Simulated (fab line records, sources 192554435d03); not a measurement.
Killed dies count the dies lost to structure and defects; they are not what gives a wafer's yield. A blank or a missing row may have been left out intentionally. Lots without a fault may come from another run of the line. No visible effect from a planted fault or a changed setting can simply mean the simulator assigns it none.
Split-lot experiment | flow n5_finfet | 39 wafers read across 7 lots, on a route 1938 steps long

== ON THE SPLIT ==
At N5_SD_EPI_N_EPI_21 (deposits Si:P, time 690 s), the setting pressure_torr was moved away from the recipe's 255 Torr on 30 of the 39 wafers read, by +5.3% to +15.5%. All remaining wafers had this setting at the recipe value.

Reading taken at the split's own step.

== THE READING ==
Si-P_of_SD_EPI_N_EPI_21.thk_nm (the simulator's own value, which no gauge read), in nm, at N5_SD_EPI_N_EPI_21 (deposits Si:P, time 690 s). The file does not state a usual value for it. Across the 9 wafers here that went through the recipe, the average is 59.1 nm and the standard deviation 0.91 nm.

wafer  | tool, chamber at the split | pressure_torr as run, Torr | against the recipe | Si-P_of_SD_EPI_N_EPI_21.thk_nm, nm | against lot-mates on the recipe
L074.1 | epi_rpcvd-03, 0            | 255                        | recipe             | 60.6                               | -
L074.3 | epi_rpcvd-03, 0            | 255                        | recipe             | 60.6                               | -
L074.5 | epi_rpcvd-03, 0            | 255                        | recipe             | 59.8                               | -
L081.1 | epi_rpcvd-03, 0            | 268.6                      | +5.3%              | 61                                 | no lot-mate on the recipe
L081.2 | epi_rpcvd-03, 0            | 268.6                      | +5.3%              | 60.4                               | no lot-mate on the recipe
L081.4 | epi_rpcvd-03, 0            | 268.6                      | +5.3%              | 60.4                               | no lot-mate on the recipe
L081.3 | epi_rpcvd-03, 0            | 268.6                      | +5.3%              | 60.8                               | no lot-mate on the recipe
L081.5 | epi_rpcvd-03, 0            | 268.6                      | +5.3%              | 60.2                               | no lot-mate on the recipe
L081.6 | epi_rpcvd-03, 0            | 268.6                      | +5.3%              | 61.2                               | no lot-mate on the recipe
L083.1 | epi_rpcvd-04, 0            | 287.4                      | +12.7%             | 61.6                               | no lot-mate on the recipe
L083.2 | epi_rpcvd-04, 0            | 287.4                      | +12.7%             | 61.8                               | no lot-mate on the recipe
L083.5 | epi_rpcvd-04, 0            | 287.4                      | +12.7%             | 61.8                               | no lot-mate on the recipe
L083.3 | epi_rpcvd-04, 0            | 287.4                      | +12.7%             | 62                                 | no lot-mate on the recipe
L083.4 | epi_rpcvd-04, 0            | 287.4                      | +12.7%             | 61.4                               | no lot-mate on the recipe
L083.6 | epi_rpcvd-04, 0            | 287.4                      | +12.7%             | 61.4                               | no lot-mate on the recipe
L085.1 | epi_rpcvd-03, 0            | 294.5                      | +15.5%             | 63.2                               | no lot-mate on the recipe
L085.6 | epi_rpcvd-03, 0            | 294.5                      | +15.5%             | 63.2                               | no lot-mate on the recipe
L085.2 | epi_rpcvd-03, 0            | 294.5                      | +15.5%             | 63.4                               | no lot-mate on the recipe
L085.3 | epi_rpcvd-03, 0            | 294.5                      | +15.5%             | 63.4                               | no lot-mate on the recipe
L085.4 | epi_rpcvd-03, 0            | 294.5                      | +15.5%             | 63.8                               | no lot-mate on the recipe
L085.5 | epi_rpcvd-03, 0            | 294.5                      | +15.5%             | 63                                 | no lot-mate on the recipe
L089.1 | epi_rpcvd-04, 0            | 255                        | recipe             | 58                                 | -
L089.2 | epi_rpcvd-04, 0            | 255                        | recipe             | 59                                 | -
L089.3 | epi_rpcvd-04, 0            | 255                        | recipe             | 58.6                               | -
L089.4 | epi_rpcvd-04, 0            | 255                        | recipe             | 58.6                               | -
L089.6 | epi_rpcvd-04, 0            | 255                        | recipe             | 58.6                               | -
L089.5 | epi_rpcvd-04, 0            | 255                        | recipe             | 58.4                               | -
L091.1 | epi_rpcvd-03, 0            | 287.1                      | +12.6%             | 63                                 | no lot-mate on the recipe
L091.2 | epi_rpcvd-03, 0            | 287.1                      | +12.6%             | 63                                 | no lot-mate on the recipe
L091.3 | epi_rpcvd-03, 0            | 287.1                      | +12.6%             | 63.4                               | no lot-mate on the recipe
L091.4 | epi_rpcvd-03, 0            | 287.1                      | +12.6%             | 62.8                               | no lot-mate on the recipe
L091.6 | epi_rpcvd-03, 0            | 287.1                      | +12.6%             | 62.8                               | no lot-mate on the recipe
L091.5 | epi_rpcvd-03, 0            | 287.1                      | +12.6%             | 62.6                               | no lot-mate on the recipe
L092.1 | epi_rpcvd-03, 0            | 278                        | +9.0%              | 60.8                               | no lot-mate on the recipe
L092.2 | epi_rpcvd-03, 0            | 278                        | +9.0%              | 60.8                               | no lot-mate on the recipe
L092.3 | epi_rpcvd-03, 0            | 278                        | +9.0%              | 61                                 | no lot-mate on the recipe
L092.4 | epi_rpcvd-03, 0            | 278                        | +9.0%              | 60.4                               | no lot-mate on the recipe
L092.5 | epi_rpcvd-03, 0            | 278                        | +9.0%              | 60                                 | no lot-mate on the recipe
L092.6 | epi_rpcvd-03, 0            | 278                        | +9.0%              | 61.2                               | no lot-mate on the recipe

THE FIT
A straight line over all 39 wafers: Si-P_of_SD_EPI_N_EPI_21.thk_nm changes by +0.256 nm for each +1% of pressure_torr; r = +0.90; the points scatter about the line by 0.71 nm.
Too few moved wafers have a lot-mate on the recipe to fit a line with each lot's own level taken away.

== FILE'S OWN FIT ==
Si-P_of_SD_EPI_N_EPI_21.thk_nm changes by +0.256 nm for each +1% of pressure_torr, r = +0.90.
